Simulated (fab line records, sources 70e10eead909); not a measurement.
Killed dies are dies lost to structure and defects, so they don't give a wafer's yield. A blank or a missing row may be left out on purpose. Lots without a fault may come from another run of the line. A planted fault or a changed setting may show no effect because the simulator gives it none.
fab line records | flow nand_harc | part 1 of 2: steps 1 to 26 of 36
record lots=5 wafers=15 last_day=31
route steps=1302 shown A_ZERO_WELL@391 A_SOURCE_PLATE@413 A_ONON_D1@424
lots that met no fault: from a run of the same line without faults
start_h: hours from the record's first day to the start of the lot's first wafer shown | wait_h: hours since the lot's step before | " the same as in the row above | L1.1+2: a row that stands for several wafers | - no value, or no start given | * or withheld: withheld | < > ~ a bound
route shown NAME@n: a module of which the file shows steps, and the number in the route of the first | usual: mean/standard deviation of fault-free wafers | same: alike in all rows | chamber/n: place in a boat | sites: the reading at each site | _std_site: their standard deviation | _edge_site: outer sites' mean less inner sites' | radius_mm: how far each site lies from the wafer's centre | mask NAME#n: copy n | behind: the tool/chamber that last shaped the wafer | hold: why the lot was held/for how many hours/how that ended | device: the transistor (n, p or np) that didn't switch | end of line: the same wafers' tests at the end of the route | a step without rows: its recipe alone | killed: dies lost to structure and defects at the first sort, not the wafer's yield | map: a wafer's dies, x killed, . not, _ none there
set.NAME: the setting as run; set.NAME@STEP: as run at that earlier step | model.NAME: the simulator's own value behind a step, which no gauge read
lots at some steps of the route; a table a step, a row a wafer
services: from which hour (start_h, from the record's first day; less than 0 if before it) a tool's chamber was out of use, for how many hours, and why
## steps
# step NHARC_A_ZERO_WELL_SRD_01
# columns lot.wafer tool chamber start_h wait_h
L076.1+3+5 wet_bench-02 7,0,2 - -
L087.3+6+1 wet_bench-02 5,6,7 - -
L089.2+1+6 wet_bench-05 2,3,4 - -
L090.3+4+2 wet_bench-05 6,7,3 - -
L092.3+5+6 wet_bench-03 6,7,3 - -
# step NHARC_A_ZERO_WELL_DEHYDRATE_02
# recipe temp_c=150 time_s=120
# usual resist_line_temp_C=23.01/0.091
# columns lot.wafer tool chamber start_h wait_h resist_line_temp_C
L076.1 litho_track-05 0 158.84 - 22.97
L076.3 " 0 " " 23.01
L076.5 " 0 " " 22.80
L087.1 litho_track-05 0 280.80 - 23.10
L087.3 " 0 " " 23.07
L087.6 " 0 " " 23.09
L089.1 litho_track-05 0 281.26 - 22.99
L089.2 " 0 " " 23.03
L089.6 " 0 " " 23.09
L090.2 litho_track-03 0 297.17 - 22.92
L090.3 " 0 " " 22.95
L090.4 " 0 " " 22.91
L092.3 litho_track-02 0 315.59 - 23.01
L092.5 " 0 " " 22.94
L092.6 " 0 " " 22.97
# step NHARC_A_ZERO_WELL_HMDS_03
# recipe time_s=30
# usual resist_line_temp_C=23.01/0.11
# columns lot.wafer tool chamber start_h wait_h resist_line_temp_C
L076.1 litho_track-05 0 - - 22.85
L076.3 " 0 " " 22.84
L076.5 " 0 " " 23.04
L087.1 litho_track-05 0 - - 22.89
L087.3 " 0 " " 23.00
L087.6 " 0 " " 22.70
L089.1 litho_track-05 0 - - 23.02
L089.2 " 0 " " 22.89
L089.6 " 0 " " 22.92
L090.2 litho_track-03 0 - - 23.08
L090.3 " 0 " " 23.15
L090.4 " 0 " " 22.95
L092.3 litho_track-02 0 - - 23.03
L092.5 " 0 " " 23.14
L092.6 " 0 " " 23.18
# step NHARC_A_ZERO_WELL_COAT_18
# recipe temp_c=200 time_s=65
# usual resist_line_temp_C=22.98/0.11
# columns lot.wafer tool chamber start_h wait_h resist_line_temp_C
L076.1 litho_track-05 0 - - 22.96
L076.3 " 0 " " 23.01
L076.5 " 0 " " 22.90
L087.1 litho_track-05 0 - - 22.97
L087.3 " 0 " " 23.09
L087.6 " 0 " " 23.01
L089.1 litho_track-05 0 - - 23.01
L089.2 " 0 " " 23.10
L089.6 " 0 " " 22.87
L090.2 litho_track-03 0 - - 23.06
L090.3 " 0 " " 23.03
L090.4 " 0 " " 22.89
L092.3 litho_track-02 0 - - 22.96
L092.5 " 0 " " 22.90
L092.6 " 0 " " 22.85
# step NHARC_A_ZERO_WELL_COAT_04
# recipe spin_rpm=2000 resist_thk_nm=600
# usual resist_line_temp_C=23.01/0.098
# columns lot.wafer tool chamber start_h wait_h resist_line_temp_C
L076.1 litho_track-05 0 - - 23.04
L076.3 " 0 " " 22.86
L076.5 " 0 " " 23.08
L087.1 litho_track-05 0 - - 23.01
L087.3 " 0 " " 22.99
L087.6 " 0 " " 23.04
L089.1 litho_track-05 0 - - 22.98
L089.2 " 0 " " 23.07
L089.6 " 0 " " 22.92
L090.2 litho_track-03 0 - - 23.15
L090.3 " 0 " " 23.17
L090.4 " 0 " " 22.94
L092.3 litho_track-02 0 - - 22.95
L092.5 " 0 " " 22.85
L092.6 " 0 " " 22.83
# step NHARC_A_ZERO_WELL_SOFTBAKE_05
# recipe temp_c=125 time_s=70
# usual resist_line_temp_C=23.00/0.12
# columns lot.wafer tool chamber start_h wait_h resist_line_temp_C
L076.1 litho_track-05 0 - - 22.84
L076.3 " 0 " " 23.01
L076.5 " 0 " " 22.83
L087.1 litho_track-05 0 - - 22.84
L087.3 " 0 " " 22.80
L087.6 " 0 " " 22.92
L089.1 litho_track-05 0 - - 22.98
L089.2 " 0 " " 22.88
L089.6 " 0 " " 22.90
L090.2 litho_track-03 0 - - 23.06
L090.3 " 0 " " 23.01
L090.4 " 0 " " 23.08
L092.3 litho_track-02 0 - - 23.07
L092.5 " 0 " " 23.01
L092.6 " 0 " " 23.03
# step NHARC_A_ZERO_WELL_EBR_06
# usual resist_line_temp_C=23.02/0.11
# columns lot.wafer tool chamber start_h wait_h resist_line_temp_C
L076.1 litho_track-05 0 - - 23.00
L076.3 " 0 " " 23.13
L076.5 " 0 " " 22.93
L087.1 litho_track-05 0 - - 22.99
L087.3 " 0 " " 23.08
L087.6 " 0 " " 23.01
L089.1 litho_track-05 0 - - 23.03
L089.2 " 0 " " 23.05
L089.6 " 0 " " 23.27
L090.2 litho_track-03 0 - - 22.93
L090.3 " 0 " " 22.81
L090.4 " 0 " " 22.98
L092.3 litho_track-02 0 - - 22.95
L092.5 " 0 " " 23.01
L092.6 " 0 " " 22.96
# step NHARC_A_ZERO_WELL_EXPOSE_07
# recipe na=0.55 dose_mj=33.85 mask_id=A_ZERO
# columns lot.wafer tool chamber start_h wait_h mask
L076.1+3+5 krf_scanner-04 0 159.13 - A_ZERO#0
L087.1+3+6 krf_scanner-03 0 281.09 - A_ZERO#0
L089.1+2+6 krf_scanner-04 0 281.55 - A_ZERO#0
L090.2+3+4 krf_scanner-03 0 297.47 - A_ZERO#0
L092.3+5+6 krf_scanner-03 0 315.89 - A_ZERO#0
# step NHARC_A_ZERO_WELL_PEB_08
# recipe peb_temp_c=128 peb_time_s=80
# usual resist_line_temp_C=23.02/0.11
# columns lot.wafer tool chamber start_h wait_h resist_line_temp_C
L076.1 litho_track-02 0 159.20 0.1 22.98
L076.3 " 0 " " 23.06
L076.5 " 0 " " 23.20
L087.1 litho_track-02 0 281.15 0.1 22.98
L087.3 " 0 " " 23.14
L087.6 " 0 " " 23.00
L089.1 litho_track-05 0 281.61 0.1 23.07
L089.2 " 0 " " 22.72
L089.6 " 0 " " 22.87
L090.2 litho_track-02 0 297.53 0.1 23.02
L090.3 " 0 " " 22.96
L090.4 " 0 " " 23.01
L092.3 litho_track-02 0 315.95 0.1 23.13
L092.5 " 0 " " 23.07
L092.6 " 0 " " 23.08
# step NHARC_A_ZERO_WELL_DEVELOP_09
# recipe time_s=50 dev_temp_c=22
# usual resist_line_temp_C=22.99/0.098
# columns lot.wafer tool chamber start_h wait_h resist_line_temp_C
L076.1 litho_track-02 0 - - 23.08
L076.3 " 0 " " 22.91
L076.5 " 0 " " 23.07
L087.1 litho_track-02 0 - - 23.14
L087.3 " 0 " " 22.84
L087.6 " 0 " " 22.85
L089.1 litho_track-05 0 - - 22.93
L089.2 " 0 " " 23.07
L089.6 " 0 " " 23.00
L090.2 litho_track-02 0 - - 23.13
L090.3 " 0 " " 23.02
L090.4 " 0 " " 23.01
L092.3 litho_track-02 0 - - 22.92
L092.5 " 0 " " 23.10
L092.6 " 0 " " 23.10
# step NHARC_A_ZERO_WELL_CD_MEAS_10
# recipe target_cd_nm=2000 landing_energy_ev=500
# usual cd_nm=2000.6/1.5
# columns lot.wafer tool chamber start_h wait_h cd_nm
L076.1 cd_sem-02 0 159.28 - 2000.4
L076.3 " 0 " " 1999.9
L076.5 " 0 " " 2000.1
L087.1 cd_sem-02 0 281.24 - 2001.1
L087.3 " 0 " " 1999.8
L087.6 " 0 " " 2001.0
L089.1 cd_sem-01 0 281.70 - 2000.2
L089.2 " 0 " " 1998.8
L089.6 " 0 " " 1998.8
L090.2 cd_sem-01 0 297.62 - 2001.9
L090.3 " 0 " " 2000.6
L090.4 " 0 " " 1999.0
L092.3 cd_sem-02 0 316.03 - 2002.9
L092.5 " 0 " " 2002.0
L092.6 " 0 " " 2002.8
# step NHARC_A_ZERO_WELL_HARDBAKE_11
# recipe temp_c=118 time_s=65
# usual resist_line_temp_C=23.00/0.11
# columns lot.wafer tool chamber start_h wait_h resist_line_temp_C
L076.1 litho_track-05 0 159.36 - 22.97
L076.3 " 0 " " 22.97
L076.5 " 0 " " 22.95
L087.1 litho_track-02 0 281.32 - 22.97
L087.3 " 0 " " 23.09
L087.6 " 0 " " 23.00
L089.1 litho_track-05 0 281.78 - 23.14
L089.2 " 0 " " 23.19
L089.6 " 0 " " 23.15
L090.2 litho_track-05 0 297.69 - 22.95
L090.3 " 0 " " 23.19
L090.4 " 0 " " 23.03
L092.3 litho_track-03 0 316.11 - 22.96
L092.5 " 0 " " 23.06
L092.6 " 0 " " 22.85
# step NHARC_A_ZERO_WELL_DESCUM_12
# recipe time_s=3 o2_flow_sccm=200 ar_flow_sccm=0 bias_power_w=0 chemistry=O2
# usual drypump_motor_current_A=5.69/0.25 mfc_ar_sccm=0.009/0.011 oes_product_au=0.998/0.0067 rf_vpp_V=58.0/0.93 showerhead_plenum_p_Torr=1.97/0.065 throttle_valve_pct=11.311/0.0086
# columns lot.wafer tool chamber start_h wait_h drypump_motor_current_A mfc_ar_sccm oes_product_au rf_hours_counter_h rf_vpp_V showerhead_plenum_p_Torr throttle_valve_pct
L076.1 rie_diel-03 3 159.44 - 5.75 0 0.996 1 58.4 1.97 11.296
L076.3 " 2 " " 5.73 0.011 0.994 1 57.9 2.02 11.320
L076.5 " 3 " " 5.76 0 0.997 - 58.3 1.97 11.314
L087.3 rie_diel-09 2 281.39 - 5.75 0.028 1.006 39 56.9 1.90 11.304
L087.1 " 3 " " 5.21 0.024 1.003 41 58.6 1.93 11.321
L087.6 " 2 " " 5.76 0.028 0.994 - 58.6 1.90 11.310
L089.2 rie_diel-13 2 281.86 - 6.04 0 1.000 19 56.7 1.85 11.312
L089.1 " 0 " " 5.45 0 0.986 17 56.2 1.91 11.310
L089.6 " 2 " " 6.01 0 0.992 - 58.0 1.85 11.309
L090.2 rie_diel-09 3 297.78 - 5.20 0.024 1.002 46 57.4 1.92 11.316
L090.3 " 0 " " 5.77 0.004 1.002 51 58.3 2.00 11.298
L090.4 " 1 " " 5.65 0.004 0.990 49 57.8 2.04 11.298
L092.3 rie_diel-03 2 316.21 - 5.74 0.011 1.005 1 59.2 2.02 11.306
L092.6 " 0 " " 5.45 0 1.000 - 58.9 2.05 11.330
L092.5 " 2 " " 5.77 0.011 1.001 - 58.0 2.02 11.309
# step NHARC_A_ZERO_WELL_ETCH_19
# recipe target_depth_a=800 overetch_a=240 time_s=87.88 ion_energy_ev=200 n2_flow_sccm=150 h2_flow_sccm=150 ar_flow_sccm=0 rf_w=400 bias_w=150 chemistry=N2/H2
# usual bias_w=150.0/0.42 drypump_motor_current_A=5.70/0.26 mfc_ar_sccm=0.009/0.011 n2_flow_sccm=150.0/0.49 oes_product_au=0.999/0.0066 rf_vpp_V=432.0/2.2 showerhead_plenum_p_Torr=2.10/0.071 throttle_valve_pct=14.171/0.0095
# columns lot.wafer tool chamber start_h wait_h bias_w drypump_motor_current_A mfc_ar_sccm n2_flow_sccm oes_product_au rf_hours_counter_h rf_vpp_V showerhead_plenum_p_Torr throttle_valve_pct
L076.1 rie_diel-03 2 159.52 0.1 150.4 5.74 0.011 149.9 0.998 1 434.1 2.16 14.163
L076.3 " 0 " " 148.9 5.49 0 149.7 1.008 1 433.4 2.19 14.183
L076.5 " 2 " " 150.7 5.74 0.011 149.7 0.998 - 434.2 2.16 14.162
L087.1 rie_diel-09 1 281.48 0.1 149.9 5.66 0.004 151.1 0.994 44 433.9 2.18 14.182
L087.3 " 3 " " 150.3 5.22 0.024 149.6 0.994 41 430.4 2.05 14.158
L087.6 " 1 " " 149.7 5.62 0.004 150.0 0.988 - 432.8 2.18 14.172
L089.2 rie_diel-13 2 281.94 0.1 150.0 5.96 0 150.1 0.997 19 429.1 1.97 14.185
L089.1 " 3 " " 150.0 5.79 0.028 150.0 1.010 17 434.1 2.18 14.177
L089.6 " 2 " " 149.9 5.99 0 150.2 0.993 - 427.9 1.97 14.167
L090.3 rie_diel-09 2 297.85 0.1 150.2 5.78 0.028 149.6 1.004 44 430.0 2.02 14.159
L090.2 " 0 " " 149.4 5.74 0.004 150.2 1.007 51 434.0 2.13 14.171
L090.4 " 1 " " 150.3 5.65 0.004 148.8 0.998 49 434.2 2.18 14.172
L092.3 rie_diel-03 0 316.30 0.1 149.6 5.45 0 149.8 1.001 1 433.5 2.19 14.182
L092.6 " 2 " " 149.9 5.68 0.011 150.5 0.999 - 433.9 2.16 14.145
L092.5 " 0 " " 149.9 5.45 0 150.4 1.010 - 434.7 2.19 14.163
# step NHARC_A_ZERO_WELL_ETCH_13
# recipe target_depth_a=1200 time_s=40.1 hbr_flow_sccm=150 cl2_flow_sccm=50 rf_w=400 icp_w=400 bias_w=100 chemistry=HBr/Cl2
# usual bias_w=100.0/0.31 drypump_motor_current_A=5.9/0.47 oes_product_au=1.000/0.0067 throttle_valve_pct=26.405/0.0083
# columns lot.wafer tool chamber start_h wait_h bias_w drypump_motor_current_A oes_product_au rf_hours_counter_h throttle_valve_pct
L076.3 rie_si-02 0 159.64 - 99.7 6.3 0.995 0.30 26.420
L076.1 " 3 " " 100.2 6.0 0.985 0.27 26.400
L076.5 " 0 " " 99.8 6.3 0.993 - 26.403
L087.3 rie_si-01 1 281.60 - 99.9 5.6 0.994 0.63 26.393
L087.1 " 0 " " 99.7 6.7 1.006 0.59 26.418
L087.6 " 1 " " 99.8 5.6 0.994 - 26.419
L089.1 rie_si-06 1 282.07 - 100.3 5.8 0.999 0.12 26.406
L089.2 " 3 " " 99.8 6.2 0.991 0.11 26.410
L089.6 " 0 " " 99.7 5.5 0.996 - 26.412
L090.3 rie_si-02 2 297.98 - 100.0 6.2 0.998 0.02 26.404
L090.4 " 3 " " 99.8 6.0 0.999 0.04 26.388
L090.2 " 0 " " 100.4 6.2 0.996 0.04 26.394
L092.3 rie_si-01 2 316.43 - 99.9 6.1 0.999 0.78 26.406
L092.5 " 1 " " 99.7 5.6 1.005 - 26.402
L092.6 " 2 " " 99.8 6.1 0.996 - 26.405
# step NHARC_A_ZERO_WELL_STRIP_14
# recipe time_s=900 temp_c=130 chemistry=SPM
# columns lot.wafer tool chamber start_h wait_h
L076.1+3+5 wet_bench-03 2,3,4 159.82 -
L087.6+3+1 wet_bench-02 1,2,5 281.76 -
L089.2+6+1 wet_bench-05 6,0,1 282.21 -
L090.2+3+4 wet_bench-03 7,0,1 298.12 -
L092.3+5+6 wet_bench-02 1,4,6 316.57 -
# step NHARC_A_ZERO_WELL_IMPLANT_15
# recipe energy_kev=150 dose_cm2=1e+13 tilt_deg=7
# usual dose_ions_cm2=1e+13/1.2e+10
# columns lot.wafer tool chamber start_h wait_h dose_ions_cm2
L076.1 implanter-02 0 160.20 0.1 1.0011e+13
L076.3 " 0 " " 9.992e+12
L076.5 " 0 " " 1.0009e+13
L087.1 implanter-02 0 282.15 0.1 9.992e+12
L087.3 " 0 " " 1.001e+13
L087.6 " 0 " " 9.999e+12
L089.1 implanter-01 0 282.61 0.1 9.976e+12
L089.2 " 0 " " 9.999e+12
L089.6 " 0 " " 1.0006e+13
L090.2 implanter-01 0 298.56 0.1 9.999e+12
L090.3 " 0 " " 9.983e+12
L090.4 " 0 " " 9.997e+12
L092.3 implanter-01 0 317.04 0.1 9.98e+12
L092.5 " 0 " " 1.0005e+13
L092.6 " 0 " " 9.972e+12
# step NHARC_A_ZERO_WELL_PRECLEAN_22
# recipe time_s=60 temp_c=50 bath_age_min=0 chemistry=SC1
# usual diw_flow_mL_min=1415/4.1
# columns lot.wafer tool chamber start_h wait_h diw_flow_mL_min
L076.3 wet_bench-05 2 160.42 0.1 1413
L076.1 " 3 " " 1412
L076.5 " 4 " " 1414
L087.1 wet_bench-03 6 282.37 0.2 1419
L087.6 " 7 " " 1413
L087.3 " 0 " " 1417
L089.2 wet_bench-05 6 282.83 0.2 1419
L089.1 " 7 " " 1420
L089.6 " 0 " " 1417
L090.2 wet_bench-05 5 298.75 0.2 1421
L090.3 " 6 " " 1415
L090.4 " 1 " " 1418
L092.5 wet_bench-05 7 317.19 0.1 1418
L092.3 " 0 " " 1417
L092.6 " 4 " " 1417
# step NHARC_A_ZERO_WELL_SRD_23
# columns lot.wafer tool chamber start_h wait_h
L076.3+1+5 wet_bench-05 2,3,4 - -
L087.1+6+3 wet_bench-03 6,7,0 - -
L089.2+1+6 wet_bench-05 6,7,0 - -
L090.2+3+4 wet_bench-05 5,6,1 - -
L092.5+3+6 wet_bench-05 7,0,4 - -
# step NHARC_A_ZERO_WELL_RTA_16
# recipe temp_c=1000 time_s=10
# usual lamp_power_pct=33.5/0.88 lamp_zone_5_pct=33.5/0.88 wafer_temp_C_max=1004.4/1.8
# columns lot.wafer tool chamber start_h wait_h lamp_power_pct lamp_zone_5_pct wafer_temp_C_max
L076.1 rtp_anneal-01 0 160.54 - 32.7 32.6 1001.8
L076.3 " 0 " " 32.6 32.7 1001.9
L076.5 " 0 " " 32.6 32.6 1003.4
L087.1 rtp_anneal-02 0 282.50 - 34.4 34.4 1005.3
L087.3 " 0 " " 34.4 34.4 1005.5
L087.6 " 0 " " 34.4 34.4 1009.1
L089.1 rtp_anneal-02 0 283.08 - 34.4 34.5 1005.3
L089.2 " 0 " " 34.4 34.5 1004.2
L089.6 " 0 " " 34.5 34.4 1004.5
L090.2 rtp_anneal-01 0 298.90 - 32.6 32.7 1001.8
L090.3 " 0 " " 32.7 32.7 1003.6
L090.4 " 0 " " 32.6 32.6 1002.2
L092.3 rtp_anneal-02 0 317.38 - 34.3 34.4 1006.6
L092.5 " 0 " " 34.4 34.4 1005.0
L092.6 " 0 " " 34.3 34.4 1004.2
# step NHARC_A_ZERO_WELL_INSPECT_17
# usual raw_defect_count=10/6.1
# columns lot.wafer tool chamber start_h wait_h raw_defect_count
L076.1 defect_inspect-02 - 160.74 0.2 29
L076.3 " - " " 19
L076.5 " - " " 7
L087.1 defect_inspect-01 - 282.69 0.2 9
L087.3 " - " " 12
L087.6 " - " " 6
L089.1 defect_inspect-01 - 283.28 0.2 4
L089.2 " - " " 6
L089.6 " - " " 8
L090.2 defect_inspect-01 - 299.07 0.1 23
L090.3 " - " " 16
L090.4 " - " " 12
L092.3 defect_inspect-02 - 317.52 0.1 6
L092.5 " - " " 4
L092.6 " - " " 7
# step NHARC_A_SOURCE_PLATE_PRECLEAN_00
# recipe time_s=60 chemistry=HF-LAST
# columns lot.wafer tool chamber start_h wait_h
L076.1+5+3 wet_bench-09 5,6,2 160.79 0.1
L087.3+6+1 wet_bench-09 4,6,1 282.75 0.0
L089.1+6+2 wet_bench-07 5,6,0 283.33 0.1
L090.3+4+2 wet_bench-07 4,5,7 299.13 0.1
L092.3+6+5 wet_bench-09 6,0,3 317.57 0.0
# step NHARC_A_SOURCE_PLATE_SRD_01
# columns lot.wafer tool chamber start_h wait_h
L076.1+5+3 wet_bench-09 5,6,2 - -
L087.3+6+1 wet_bench-09 4,6,1 - -
L089.1+6+2 wet_bench-07 5,6,0 - -
L090.3+4+2 wet_bench-07 4,5,7 - -
L092.3+6+5 wet_bench-09 6,0,3 - -
# step NHARC_A_SOURCE_PLATE_OXIDE_02
# recipe target_thk_a=100 temp_c=900 ox_time_s=1362 material=SiO2
# usual spike_tc_centre_C=900.7/1.3 spike_tc_lower_C=900.3/1.2
# columns lot.wafer tool chamber start_h wait_h spike_tc_centre_C spike_tc_lower_C
L076.1 furnace-08 0 163.50 - 900.5 899.9
L076.3 " 0 " " 898.5 902.3
L076.5 " 0 " " 899.4 899.6
L087.1 furnace-05 0 285.94 - 900.0 899.0
L087.3 " 0 " " 901.0 899.4
L087.6 " 0 " " 900.4 899.4
L089.1 furnace-05 0 285.94 - 900.6 899.6
L089.2 " 0 " " 901.0 899.4
L089.6 " 0 " " 900.4 899.4
L090.2 furnace-08 0 301.83 - 899.5 901.0
L090.3 " 0 " " 899.8 898.8
L090.4 " 0 " " 900.3 900.6
L092.3 furnace-05 0 320.76 - 900.8 901.8
L092.5 " 0 " " 901.0 900.0
L092.6 " 0 " " 901.9 899.3
# step NHARC_A_SOURCE_PLATE_THK_MEAS_09
# recipe thk_meas_gauge=ellipsometry
# usual thk_nm=9.9/0.96
# columns lot.wafer tool chamber start_h wait_h thk_nm
L076.1 film_metro-01 - 167.58 0.4 10.5
L076.3 " - " " 10.1
L076.5 " - " " 9.9
L087.1 film_metro-02 - 289.96 0.4 8.7
L087.3 " - " " 10.4
L087.6 " - " " 10.3
L089.1 film_metro-02 - 289.97 0.4 10.4
L089.2 " - " " 8.4
L089.6 " - " " 9.7
L090.2 film_metro-01 - 305.86 0.4 8.7
L090.3 " - " " 8.2
L090.4 " - " " 8.3
L092.3 film_metro-02 - 324.80 0.4 9.5
L092.5 " - " " 10.6
L092.6 " - " " 10.5
# step NHARC_A_SOURCE_PLATE_PVD_04
# recipe target_thk_a=500 material=WSi2
# columns lot.wafer tool chamber start_h wait_h
L076.1+3+5 pvd_sputter-02 - 167.65 0.1
L087.3+1+6 pvd_sputter-01 - 290.06 0.1
L089.1+2+6 pvd_sputter-03 - 290.12 0.2
L090.2+3+4 pvd_sputter-01 - 305.91 0.1
L092.3+5+6 pvd_sputter-03 - 324.86 0.1
